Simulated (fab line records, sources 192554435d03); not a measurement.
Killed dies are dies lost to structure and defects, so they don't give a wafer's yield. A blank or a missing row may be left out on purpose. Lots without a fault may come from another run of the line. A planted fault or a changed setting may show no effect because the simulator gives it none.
fab line records | flow n5_finfet
record lots=24 wafers=72 last_day=17
route steps=1938 shown BEOL_M15@1808 MIM_TOP_LITHO@1847 MIM_BOT_ETCH@1866 PASSIVATION@1905
lots that met no fault: from a run of the same line without faults
start_h: hours from the record's first day to the start of the lot's first wafer shown | wait_h: hours since the lot's step before | " the same as in the row above | L1.1+2: a row that stands for several wafers | - no value, or no start given | * or withheld: withheld | < > ~ a bound
route shown NAME@n: a module of which the file shows steps, and the number in the route of the first | usual: mean/standard deviation of fault-free wafers | same: alike in all rows | chamber/n: place in a boat | sites: the reading at each site | _std_site: their standard deviation | _edge_site: outer sites' mean less inner sites' | radius_mm: how far each site lies from the wafer's centre | mask NAME#n: copy n | behind: the tool/chamber that last shaped the wafer | hold: why the lot was held/for how many hours/how that ended | device: the transistor (n, p or np) that didn't switch | end of line: the same wafers' tests at the end of the route | a step without rows: its recipe alone | killed: dies lost to structure and defects at the first sort, not the wafer's yield | map: a wafer's dies, x killed, . not, _ none there
set.NAME: the setting as run; set.NAME@STEP: as run at that earlier step | model.NAME: the simulator's own value behind a step, which no gauge read
steps of the route over a sample of lots; a table a step, a row a wafer
services: from which hour (start_h, from the record's first day; less than 0 if before it) a tool's chamber was out of use, for how many hours, and why
## steps
# step N5_BEOL_M15_ETCH_61
# recipe chemistry=N2/H2 target=BARC target_depth_a=890 overetch_a=267 time_s=67.9 ion_energy_ev=200 pressure_mtorr=30 source_w=840 bias_w=150 n2_flow_sccm=200 h2_flow_sccm=200
# usual drypump_motor_current_A=5.4/0.42 oes_product_au=0.70/0.069 rf_vpp_V=525.1/2.3 showerhead_plenum_p_Torr=2.58/0.076 throttle_valve_pct=17.81/0.29
# columns lot.wafer tool chamber start_h wait_h drypump_motor_current_A oes_product_au rf_hours_counter_h rf_vpp_V showerhead_plenum_p_Torr throttle_valve_pct
L076.2 rie_diel-02 2 267.50 0.0 5.5 0.59 245 526.2 2.62 18.21
L076.5 " 2 " " 5.5 0.59 - 524.9 2.62 18.20
L076.6 " 1 " " 6.0 0.82 - 529.1 2.69 17.06
L074.2 rie_diel-02 2 271.83 0.0 5.5 0.59 246 525.0 2.62 18.24
L074.4 " 0 " " 5.8 0.75 46 526.7 2.69 17.70
L074.5 " 2 " " 5.5 0.59 - 525.1 2.62 18.20
L075.3 rie_diel-04 2 272.35 0.0 5.2 0.71 65 524.6 2.58 17.71
L075.5 " 0 " " 5.6 0.76 - 525.2 2.58 17.48
L075.6 " 1 " " 5.4 0.63 - 523.5 2.54 18.08
L077.2 rie_diel-06 0 283.75 0.0 4.8 0.61 229 519.4 2.40 18.10
L077.4 " 3 " " 4.8 0.59 245 525.0 2.62 18.10
L077.6 " 2 " " 4.7 0.75 - 527.9 2.71 17.94
L078.3 rie_diel-06 0 296.33 0.0 4.8 0.62 232 519.8 2.40 18.12
L078.4 " 3 " " 4.8 0.59 249 524.5 2.62 18.12
L078.6 " 2 " " 4.7 0.75 - 529.3 2.71 17.96
L079.2 rie_diel-06 3 296.95 0.0 4.8 0.59 249 524.8 2.62 18.11
L079.3 " 2 " " 4.7 0.75 29 529.6 2.71 17.97
L079.4 " 1 " " 5.8 0.72 54 523.1 2.46 17.55
L080.2 rie_diel-04 0 298.88 0.0 5.6 0.74 57 526.1 2.58 17.50
L080.4 " 2 " " 5.2 0.69 72 526.2 2.58 17.73
L080.6 " 0 " " 5.6 0.74 - 525.0 2.58 17.49
L081.1 rie_diel-06 2 304.59 0.0 4.7 0.74 33 528.2 2.70 17.95
L081.4 " 2 " " 4.7 0.74 - 526.7 2.70 17.96
L081.6 " 1 " " 5.8 0.70 - 522.8 2.46 17.58
L083.3 rie_diel-02 1 314.87 0.0 6.0 0.78 21 528.7 2.68 17.06
L083.4 " 0 " " 5.8 0.72 61 528.1 2.68 17.71
L083.5 " 0 " " 5.8 0.72 - 528.6 2.68 17.71
L084.2 rie_diel-04 2 322.08 0.0 5.3 0.69 80 524.2 2.58 17.75
L084.4 " 3 " " 5.9 0.59 250 524.9 2.59 18.33
L084.6 " 0 " " 5.6 0.74 - 523.8 2.57 17.50
L082.2 rie_diel-04 0 325.78 0.0 5.6 0.73 66 525.5 2.57 17.51
L082.5 " 2 " " 5.2 0.68 - 526.1 2.58 17.75
L082.6 " 0 " " 5.6 0.74 - 523.7 2.57 17.52
L085.1 rie_diel-04 2 326.29 0.0 5.2 0.69 82 525.0 2.58 17.75
L085.2 " 0 " " 5.6 0.73 67 524.2 2.57 17.52
L085.6 " 2 " " 5.2 0.69 - 524.5 2.58 17.75
L086.2 rie_diel-04 1 326.69 0.0 5.3 0.62 202 523.8 2.53 18.09
L086.3 " 2 " " 5.2 0.69 83 524.2 2.58 17.77
L086.6 " 0 " " 5.6 0.73 - 525.1 2.57 17.52
L087.1 rie_diel-06 2 334.52 0.0 4.7 0.73 43 529.1 2.70 17.96
L087.5 " 2 " " 4.7 0.72 - 528.3 2.70 17.96
L087.6 " 3 " " 4.8 0.82 - 525.0 2.62 17.62
L089.2 rie_diel-04 2 340.10 0.0 5.2 0.68 89 523.2 2.57 17.78
L089.4 " 1 " " 5.4 0.61 209 522.1 2.53 18.12
L089.5 " 0 " " 5.6 0.73 - 524.7 2.57 17.54
L088.1 rie_diel-04 0 351.94 0.0 5.6 0.73 78 525.1 2.57 17.54
L088.2 " 2 " " 5.2 0.67 92 524.3 2.57 17.77
L088.3 " 3 " " 5.9 0.81 5 526.1 2.59 17.87
L092.2 rie_diel-02 2 352.10 0.0 5.5 0.79 19 526.1 2.61 17.82
L092.3 " 1 " " 6.0 0.75 34 528.7 2.67 17.09
L092.4 " 2 " " 5.5 0.78 - 524.7 2.61 17.82
L091.2 rie_diel-04 2 355.88 0.0 5.2 0.68 94 524.3 2.57 17.77
L091.3 " 0 " " 5.6 0.72 79 524.7 2.57 17.54
L091.6 " 2 " " 5.2 0.68 - 525.0 2.57 17.77
L090.2 rie_diel-04 3 356.12 0.0 5.9 0.80 7 526.6 2.58 17.86
L090.3 " 1 " " 5.4 0.61 214 524.1 2.53 18.11
L090.6 " 1 " " 5.4 0.61 - 524.3 2.53 18.11
L093.1 rie_diel-06 2 359.56 0.0 4.6 0.71 54 529.5 2.69 18.01
L093.2 " 3 " " 4.8 0.78 15 524.7 2.61 17.62
L093.5 " 2 " " 4.7 0.71 - 529.2 2.69 18.00
L094.1 rie_diel-04 0 378.06 0.0 5.6 0.71 84 524.6 2.57 17.53
L094.5 " 1 " " 5.3 0.61 - 522.6 2.53 18.12
L094.6 " 0 " " 5.6 0.71 - 524.8 2.56 17.53
L095.1 rie_diel-04 3 385.40 0.0 5.9 0.78 13 525.3 2.58 17.87
L095.3 " 1 " " 5.3 0.61 220 522.6 2.53 18.13
L095.4 " 2 " " 5.2 0.67 100 525.3 2.57 17.77
L096.1 rie_diel-06 0 387.78 0.0 4.8 0.82 5 528.3 2.71 17.70
L096.3 " 2 " " 4.7 0.70 63 529.4 2.69 18.00
L096.4 " 1 " " 5.8 0.68 - 524.1 2.44 17.61
L097.2 rie_diel-02 1 391.60 0.0 6.0 0.74 47 528.3 2.67 17.13
L097.4 " 2 " " 5.5 0.76 33 525.8 2.61 17.85
L097.5 " 1 " " 6.0 0.73 - 528.1 2.67 17.14
# step N5_BEOL_M15_INSPECT_55
# recipe inspect_instrument=darkfield mode=post_dep
# usual raw_defect_count=72/27
# columns lot.wafer tool chamber start_h wait_h raw_defect_count
L076.2 defect_inspect-02 - 270.21 0.0 73
L076.5 " - " " 88
L076.6 " - " " 83
L074.2 defect_inspect-01 - 277.02 0.0 85
L074.4 " - " " 87
L074.5 " - " " 58
L075.3 defect_inspect-01 - 277.92 0.0 100
L075.5 " - " " 59
L075.6 " - " " 98
L077.2 defect_inspect-01 - 287.88 0.0 46
L077.4 " - " " 48
L077.6 " - " " 57
L078.3 defect_inspect-02 - 298.52 0.0 190
L078.4 " - " " 84
L078.6 " - " " 134
L079.2 defect_inspect-02 - 299.49 0.0 44
L079.3 " - " " 69
L079.4 " - " " 44
L080.2 defect_inspect-01 - 301.00 0.0 36
L080.4 " - " " 52
L080.6 " - " " 40
L081.1 defect_inspect-01 - 307.57 0.0 105
L081.4 " - " " 75
L081.6 " - " " 131
L083.3 defect_inspect-02 - 318.42 0.0 38
L083.4 " - " " 66
L083.5 " - " " 51
L084.2 defect_inspect-01 - 324.31 0.0 88
L084.4 " - " " 113
L084.6 " - " " 80
L082.2 defect_inspect-01 - 332.87 0.0 131
L082.5 " - " " 87
L082.6 " - " " 122
L085.1 defect_inspect-02 - 333.13 0.0 49
L085.2 " - " " 45
L085.6 " - " " 56
L086.2 defect_inspect-01 - 333.28 0.0 62
L086.3 " - " " 60
L086.6 " - " " 52
L087.1 defect_inspect-02 - 337.40 0.0 55
L087.5 " - " " 54
L087.6 " - " " 57
L089.2 defect_inspect-01 - 342.47 0.0 43
L089.4 " - " " 96
L089.5 " - " " 86
L088.1 defect_inspect-02 - 356.12 0.0 47
L088.2 " - " " 67
L088.3 " - " " 49
L092.2 defect_inspect-01 - 357.83 0.0 61
L092.3 " - " " 55
L092.4 " - " " 59
L091.2 defect_inspect-01 - 358.40 0.0 105
L091.3 " - " " 43
L091.6 " - " " 63
L090.2 defect_inspect-02 - 360.97 0.0 44
L090.3 " - " " 40
L090.6 " - " " 53
L093.1 defect_inspect-02 - 361.81 0.0 74
L093.2 " - " " 47
L093.5 " - " " 102
L094.1 defect_inspect-01 - 380.30 0.0 32
L094.5 " - " " 44
L094.6 " - " " 72
L095.1 defect_inspect-01 - 387.92 0.0 64
L095.3 " - " " 116
L095.4 " - " " 161
L096.1 defect_inspect-01 - 392.50 0.0 78
L096.3 " - " " 74
L096.4 " - " " 127
L097.2 defect_inspect-01 - 395.59 0.0 29
L097.4 " - " " 56
L097.5 " - " " 45
# step N5_MIM_TOP_LITHO_CD_MEAS_08
# recipe target_cd_nm=2000 landing_energy_ev=500 detector=se_inlens
# usual cd_nm=2000.6/1.5
# columns lot.wafer tool chamber start_h wait_h cd_nm
L076.2 cd_sem-03 0 272.64 - 1998.7
L076.5 " 0 " " 1998.5
L076.6 " 0 " " 1997.7
L074.2 cd_sem-02 0 280.82 - 2000.6
L074.4 " 0 " " 1997.6
L074.5 " 0 " " 1999.1
L075.3 cd_sem-01 0 282.69 - 2000.2
L075.5 " 0 " " 1999.5
L075.6 " 0 " " 1999.9
L077.2 cd_sem-02 0 292.89 - 2002.8
L077.4 " 0 " " 2001.4
L077.6 " 0 " " 2000.3
L078.3 cd_sem-01 0 300.68 - 2002.8
L078.4 " 0 " " 2002.5
L078.6 " 0 " " 2000.4
L079.2 cd_sem-03 0 301.60 - 2002.1
L079.3 " 0 " " 2001.9
L079.4 " 0 " " 2001.1
L080.2 cd_sem-02 0 303.52 - 2001.6
L080.4 " 0 " " 1998.9
L080.6 " 0 " " 2000.8
L081.1 cd_sem-03 0 311.45 - 2001.3
L081.4 " 0 " " 2001.0
L081.6 " 0 " " 2002.3
L083.3 cd_sem-03 0 322.51 - 1999.6
L083.4 " 0 " " 1997.7
L083.5 " 0 " " 1998.6
L084.2 cd_sem-03 0 326.82 - 2000.6
L084.4 " 0 " " 2000.6
L084.6 " 0 " " 2000.4
L082.2 cd_sem-03 0 335.79 - 2002.1
L082.5 " 0 " " 2002.7
L082.6 " 0 " " 2002.0
L085.1 cd_sem-01 0 336.03 - 2002.7
L085.2 " 0 " " 1999.7
L085.6 " 0 " " 1999.9
L086.2 cd_sem-02 0 336.20 - 2001.1
L086.3 " 0 " " 2001.0
L086.6 " 0 " " 2000.9
L087.1 cd_sem-03 0 340.58 - 2001.5
L087.5 " 0 " " 2001.3
L087.6 " 0 " " 2001.4
L089.2 cd_sem-01 0 346.50 - 2001.3
L089.4 " 0 " " 2000.5
L089.5 " 0 " " 2000.7
L088.1 cd_sem-01 0 360.32 - 1999.1
L088.2 " 0 " " 2001.3
L088.3 " 0 " " 2000.7
L092.2 cd_sem-01 0 360.52 - 1999.9
L092.3 " 0 " " 2002.4
L092.4 " 0 " " 2002.3
L091.2 cd_sem-03 0 363.49 - 2000.9
L091.3 " 0 " " 1999.8
L091.6 " 0 " " 1999.5
L090.2 cd_sem-02 0 365.03 - 1998.4
L090.3 " 0 " " 2001.8
L090.6 " 0 " " 2001.0
L093.1 cd_sem-03 0 365.30 - 2003.0
L093.2 " 0 " " 2000.9
L093.5 " 0 " " 2001.4
L094.1 cd_sem-02 0 383.38 - 2000.4
L094.5 " 0 " " 2000.2
L094.6 " 0 " " 2001.2
L095.1 cd_sem-02 0 392.06 - 2002.9
L095.3 " 0 " " 2000.7
L095.4 " 0 " " 2002.5
L096.1 cd_sem-03 0 395.61 - 1998.4
L096.3 " 0 " " 1997.2
L096.4 " 0 " " 1999.8
L097.2 cd_sem-03 0 402.03 - 1999.3
L097.4 " 0 " " 2002.3
L097.5 " 0 " " 1998.4
# step N5_MIM_TOP_LITHO_OVL_MEAS_11
# recipe points_per_wafer=44
# usual MIM_TOP_OVL=2/6
# columns lot.wafer tool chamber start_h wait_h MIM_TOP_OVL[nm]
L076.2 overlay-02 0 272.67 0.0 1
L076.5 " 0 " " 9
L076.6 " 0 " " 4
L074.2 overlay-01 0 280.85 0.0 4
L074.4 " 0 " " -1
L074.5 " 0 " " 2
L075.3 overlay-01 0 282.72 0.0 -1
L075.5 " 0 " " 7
L075.6 " 0 " " 13
L077.2 overlay-02 0 292.92 0.0 -6
L077.4 " 0 " " 4
L077.6 " 0 " " -7
L078.3 overlay-01 0 300.71 0.0 7
L078.4 " 0 " " 12
L078.6 " 0 " " 10
L079.2 overlay-02 0 301.62 0.0 7
L079.3 " 0 " " 9
L079.4 " 0 " " 2
L080.2 overlay-01 0 303.55 0.0 4
L080.4 " 0 " " 5
L080.6 " 0 " " 7
L081.1 overlay-02 0 311.48 0.0 4
L081.4 " 0 " " 6
L081.6 " 0 " " 3
L083.3 overlay-02 0 322.54 0.0 10
L083.4 " 0 " " 4
L083.5 " 0 " " 15
L084.2 overlay-02 0 326.85 0.0 5
L084.4 " 0 " " -9
L084.6 " 0 " " -8
L082.2 overlay-01 0 335.82 0.0 4
L082.5 " 0 " " -6
L082.6 " 0 " " 2
L085.1 overlay-01 0 336.06 0.0 -9
L085.2 " 0 " " -1
L085.6 " 0 " " -3
L086.2 overlay-02 0 336.23 0.0 3
L086.3 " 0 " " 12
L086.6 " 0 " " 2
L087.1 overlay-01 0 340.61 0.0 0
L087.5 " 0 " " -4
L087.6 " 0 " " -4
L089.2 overlay-02 0 346.53 0.0 -10
L089.4 " 0 " " -8
L089.5 " 0 " " -12
L088.1 overlay-02 0 360.35 0.0 -6
L088.2 " 0 " " 3
L088.3 " 0 " " -1
L092.2 overlay-01 0 360.55 0.0 2
L092.3 " 0 " " 5
L092.4 " 0 " " -5
L091.2 overlay-01 0 363.52 0.0 0
L091.3 " 0 " " 3
L091.6 " 0 " " -5
L090.2 overlay-01 0 365.06 0.0 7
L090.3 " 0 " " 9
L090.6 " 0 " " 7
L093.1 overlay-01 0 365.33 0.0 0
L093.2 " 0 " " -2
L093.5 " 0 " " -10
L094.1 overlay-01 0 383.41 0.0 2
L094.5 " 0 " " -3
L094.6 " 0 " " -1
L095.1 overlay-02 0 392.09 0.0 6
L095.3 " 0 " " 1
L095.4 " 0 " " 18
L096.1 overlay-02 0 395.64 0.0 0
L096.3 " 0 " " 2
L096.4 " 0 " " 2
L097.2 overlay-01 0 402.06 0.0 8
L097.4 " 0 " " -1
L097.5 " 0 " " 4
# step N5_MIM_BOT_ETCH_ETCH_04
# recipe chemistry=CF4/O2 target=SiNx target_depth_a=260 time_s=13 ion_energy_ev=100 pressure_mtorr=40 source_w=535 bias_w=49 Ar_flow_sccm=100 cf4_flow_sccm=100 O2_flow_sccm=10
# usual O2_flow_sccm=10.000/0.029 cf4_flow_sccm=100.0/0.3 drypump_motor_current_A=5.7/0.33 oes_product_au=0.80/0.088 rf_vpp_V=240/5.6 showerhead_plenum_p_Torr=2.19/0.064 throttle_valve_pct=15.89/0.17
# columns lot.wafer tool chamber start_h wait_h O2_flow_sccm cf4_flow_sccm drypump_motor_current_A oes_product_au rf_hours_counter_h rf_vpp_V showerhead_plenum_p_Torr throttle_valve_pct
L076.2 rie_diel-03 2 274.19 0.0 10.015 100.0 5.0 0.71 213 240 2.19 15.95
L076.5 " 1 " " 10.015 99.7 5.7 0.80 - 244 2.21 15.81
L076.6 " 0 " " 10.021 100.5 5.9 0.71 - 244 2.28 16.00
L074.2 rie_diel-03 1 281.84 0.0 9.997 100.6 5.7 0.79 98 245 2.21 15.81
L074.4 " 0 " " 10.000 100.5 5.9 0.71 217 245 2.28 15.98
L074.5 " 2 " " 9.985 99.8 5.0 0.71 - 240 2.19 15.97
L075.3 rie_diel-03 2 283.58 0.0 9.984 99.7 5.0 0.71 217 242 2.19 15.95
L075.5 " 0 " " 9.981 99.6 5.9 0.71 - 245 2.28 15.96
L075.6 " 3 " " 10.014 100.5 5.6 0.77 - 233 2.11 15.69
L077.2 rie_diel-01 0 294.45 0.0 9.998 100.4 5.9 0.84 57 236 2.15 15.88
L077.4 " 1 " " 10.018 99.7 5.8 0.67 - 243 2.18 15.84
L077.6 " 0 " " 9.999 99.7 5.9 0.84 - 236 2.15 15.87
L078.3 rie_diel-01 3 302.16 0.0 10.031 100.1 5.6 1.00 0 233 2.18 15.97
L078.4 " 2 " " 10.000 99.5 5.7 0.88 35 236 2.15 16.05
L078.6 " 0 " " 10.038 100.4 5.9 0.82 - 237 2.15 15.86
L079.2 rie_diel-03 0 302.67 0.0 10.004 99.9 5.9 0.70 224 245 2.28 15.99
L079.3 " 2 " " 9.974 100.5 5.0 0.69 223 239 2.19 15.96
L079.4 " 3 " " 10.017 100.2 5.6 0.77 160 233 2.11 15.71
L080.2 rie_diel-03 0 304.54 0.0 9.949 99.7 5.9 0.70 224 245 2.28 15.99
L080.4 " 3 " " 10.035 99.6 5.6 0.76 161 231 2.11 15.69
L080.6 " 0 " " 10.013 100.2 5.9 0.70 - 245 2.28 15.99
L081.1 rie_diel-01 3 312.54 0.0 10.025 100.1 5.5 0.99 5 234 2.18 15.97
L081.4 " 3 " " 9.992 100.1 5.5 0.98 - 234 2.18 15.99
L081.6 " 0 " " 9.989 99.6 5.9 0.84 - 237 2.15 15.88
L083.3 rie_diel-03 3 323.59 0.0 9.976 99.8 5.7 0.77 168 232 2.11 15.72
L083.4 " 2 " " 10.001 100.0 5.0 0.69 231 240 2.18 15.99
L083.5 " 3 " " 9.997 100.0 5.7 0.76 - 232 2.11 15.72
L084.2 rie_diel-05 2 327.81 0.0 10.016 100.4 5.2 0.94 9 250 2.26 16.00
L084.4 " 3 " " 9.982 100.2 6.5 0.89 - 247 2.34 15.85
L084.6 " 0 " " 9.971 100.1 5.4 0.72 - 244 2.26 16.43
L082.2 rie_diel-01 2 336.81 0.0 9.970 100.0 5.7 0.87 51 235 2.15 16.06
L082.5 " 3 " " 9.981 100.1 5.5 0.94 - 235 2.18 16.00
L082.6 " 2 " " 9.938 99.6 5.7 0.87 - 238 2.15 16.09
L085.1 rie_diel-03 2 337.05 0.0 10.011 100.6 5.0 0.68 236 241 2.18 16.01
L085.2 " 3 " " 9.975 100.3 5.7 0.77 172 232 2.10 15.74
L085.6 " 3 " " 9.982 100.4 5.7 0.76 - 232 2.10 15.71
L086.2 rie_diel-03 0 337.21 0.0 10.013 100.3 5.9 0.70 237 244 2.28 16.03
L086.3 " 3 " " 10.022 99.8 5.7 0.76 172 232 2.10 15.73
L086.6 " 0 " " 10.030 100.3 5.9 0.69 - 244 2.28 16.01
L087.1 rie_diel-03 2 341.63 0.0 9.982 100.4 5.0 0.69 237 239 2.18 16.00
L087.5 " 1 " " 10.018 99.7 5.7 0.78 - 243 2.20 15.86
L087.6 " 0 " " 10.020 100.2 5.9 0.69 - 244 2.28 16.02
L089.2 rie_diel-03 1 347.77 0.0 9.998 100.2 5.7 0.78 123 245 2.20 15.87
L089.4 " 2 " " 9.995 99.8 5.0 0.69 240 241 2.18 16.01
L089.5 " 3 " " 9.996 99.8 5.7 0.75 - 232 2.10 15.73
L088.1 rie_diel-01 1 361.39 0.0 9.978 100.1 5.8 0.95 3 244 2.17 15.40
L088.2 " 0 " " 10.001 100.2 5.9 0.80 88 235 2.14 15.91
L088.3 " 3 " " 10.033 100.3 5.6 0.90 27 234 2.17 16.04
L092.2 rie_diel-01 1 361.55 0.0 9.990 100.6 5.8 0.96 3 243 2.17 15.42
L092.3 " 2 " " 10.040 99.7 5.8 0.84 63 236 2.14 16.10
L092.4 " 0 " " 9.984 99.8 5.9 0.80 88 237 2.14 15.93
L091.2 rie_diel-05 3 364.67 0.1 10.052 100.1 6.5 0.87 60 248 2.34 15.87
L091.3 " 2 " " 9.979 100.6 5.2 0.89 - 251 2.25 16.03
L091.6 " 3 " " 10.021 100.4 6.5 0.87 - 247 2.34 15.90
L090.2 rie_diel-03 3 366.07 0.0 9.973 100.3 5.7 0.75 183 233 2.10 15.73
L090.3 " 0 " " 10.004 99.8 5.9 0.69 248 244 2.27 16.03
L090.6 " 2 " " 10.005 100.1 5.0 0.70 - 240 2.18 16.01
L093.1 rie_diel-03 2 366.41 0.0 9.985 99.9 5.0 0.69 245 240 2.18 16.00
L093.2 " 0 " " 10.013 99.7 5.9 0.70 248 246 2.27 16.04
L093.5 " 2 " " 10.031 100.7 5.0 0.69 - 240 2.18 16.00
L094.1 rie_diel-01 0 384.40 0.0 9.989 99.5 5.9 0.79 97 235 2.14 15.95
L094.5 " 0 " " 10.016 99.9 5.9 0.79 - 236 2.14 15.94
L094.6 " 1 " " 10.062 99.7 5.8 0.92 - 244 2.17 15.43
L095.1 rie_diel-05 0 394.05 0.0 10.013 100.3 5.4 0.94 12 244 2.25 15.98
L095.3 " 3 " " 9.988 99.7 6.5 0.85 73 248 2.33 15.91
L095.4 " 1 " " 9.995 99.8 5.6 0.99 2 245 2.24 15.62
L096.1 rie_diel-03 0 396.50 0.0 9.999 100.2 5.9 0.95 2 245 2.27 15.57
L096.3 " 3 " " 10.023 99.5 5.6 0.74 196 231 2.10 15.76
L096.4 " 0 " " 9.988 99.8 5.9 0.96 - 245 2.27 15.57
L097.2 rie_diel-03 0 403.08 0.0 9.961 99.9 5.9 0.95 5 245 2.27 15.59
L097.4 " 0 " " 9.937 99.9 5.9 0.94 - 244 2.27 15.57
L097.5 " 3 " " 10.006 100.2 5.7 0.74 - 233 2.10 15.78
# step N5_PASSIVATION_CD_MEAS_30
# recipe target_cd_nm=4000 landing_energy_ev=500 detector=se_inlens polarity=opening
# usual cd_nm=3999.8/2.2
# columns lot.wafer tool chamber start_h wait_h cd_nm
L076.2 cd_sem-03 0 277.39 - 4003.3
L076.5 " 0 " " 4000.8
L076.6 " 0 " " 4001.1
L075.3 cd_sem-01 0 286.46 - 3998.2
L075.5 " 0 " " 3997.4
L075.6 " 0 " " 3994.7
L074.2 cd_sem-03 0 286.50 - 4003.5
L074.4 " 0 " " 4002.5
L074.5 " 0 " " 4000.6
L077.2 cd_sem-01 0 297.39 - 3994.6
L077.4 " 0 " " 3996.8
L077.6 " 0 " " 3998.0
L078.3 cd_sem-03 0 305.13 - 3999.8
L078.4 " 0 " " 3998.1
L078.6 " 0 " " 4000.8
L079.2 cd_sem-01 0 305.58 - 3995.5
L079.3 " 0 " " 4000.1
L079.4 " 0 " " 3995.9
L080.2 cd_sem-02 0 309.80 - 3998.1
L080.4 " 0 " " 3999.6
L080.6 " 0 " " 4001.8
L081.1 cd_sem-03 0 318.41 - 4001.7
L081.4 " 0 " " 3999.0
L081.6 " 0 " " 4001.6
L083.3 cd_sem-01 0 326.77 - 4003.1
L083.4 " 0 " " 4002.0
L083.5 " 0 " " 3999.6
L084.2 cd_sem-02 0 331.37 - 4001.8
L084.4 " 0 " " 4004.6
L084.6 " 0 " " 3999.6
L082.2 cd_sem-01 0 340.17 - 3999.7
L082.5 " 0 " " 4000.1
L082.6 " 0 " " 4001.5
L086.2 cd_sem-03 0 341.36 - 3995.2
L086.3 " 0 " " 3997.6
L086.6 " 0 " " 3999.3
L085.1 cd_sem-03 0 341.52 - 4000.1
L085.2 " 0 " " 3997.7
L085.6 " 0 " " 4000.6
L087.1 cd_sem-02 0 344.37 - 4001.6
L087.5 " 0 " " 4001.5
L087.6 " 0 " " 3999.9
L089.2 cd_sem-01 0 351.99 - 3996.0
L089.4 " 0 " " 3998.1
L089.5 " 0 " " 3999.1
L088.1 cd_sem-01 0 365.07 - 4001.5
L088.2 " 0 " " 4000.6
L088.3 " 0 " " 3996.6
L092.2 cd_sem-02 0 365.37 - 3998.0
L092.3 " 0 " " 3997.2
L092.4 " 0 " " 4000.6
L091.2 cd_sem-01 0 369.69 - 4000.2
L091.3 " 0 " " 4000.4
L091.6 " 0 " " 3999.9
L093.1 cd_sem-03 0 370.26 - 3995.5
L093.2 " 0 " " 4000.9
L093.5 " 0 " " 4000.2
L090.2 cd_sem-03 0 374.63 - 4001.7
L090.3 " 0 " " 4000.3
L090.6 " 0 " " 3999.6
L094.1 cd_sem-03 0 387.71 - 4000.9
L094.5 " 0 " " 3999.2
L094.6 " 0 " " 3997.4
L095.1 cd_sem-01 0 401.80 - 4003.4
L095.3 " 0 " " 4003.0
L095.4 " 0 " " 4001.8
L096.1 cd_sem-03 0 401.87 - 4001.9
L096.3 " 0 " " 4002.4
L096.4 " 0 " " 4000.5
L097.2 cd_sem-01 0 406.06 - 3997.2
L097.4 " 0 " " 3999.3
L097.5 " 0 " " 4000.1
## services
# columns tool chamber start_h hours kind
rie_diel-01 0 243.88 4.7 repair
rie_diel-01 - 251.62 1.0 repair
rie_diel-02 1 252.83 7.7 repair
rie_diel-06 2 287.31 3.1 repair
rie_diel-03 - 296.94 2.7 repair
rie_diel-03 - 300.72 0.3 repair
rie_diel-01 1 309.69 18.4 repair
rie_diel-04 3 322.86 - clean
rie_diel-04 3 322.86 - consumable_replace:focus_ring
rie_diel-04 3 322.86 13.7 scheduled_down
rie_diel-04 3 322.86 13.7 vent_cycle
rie_diel-05 1 326.19 19.6 repair
rie_diel-06 3 340.10 5.4 repair
rie_diel-02 3 348.83 14.2 repair
rie_diel-06 3 361.08 4.9 repair
rie_diel-05 1 362.00 2.8 repair
rie_diel-03 0 371.91 - clean
rie_diel-03 0 371.91 - consumable_replace:focus_ring
rie_diel-03 0 371.91 19.3 scheduled_down
rie_diel-03 0 371.91 19.3 vent_cycle
rie_diel-06 3 377.92 12.4 repair
rie_diel-03 2 391.40 - clean
rie_diel-03 2 391.40 - consumable_replace:focus_ring
rie_diel-04 2 398.72 9.5 repair
## key
fault none
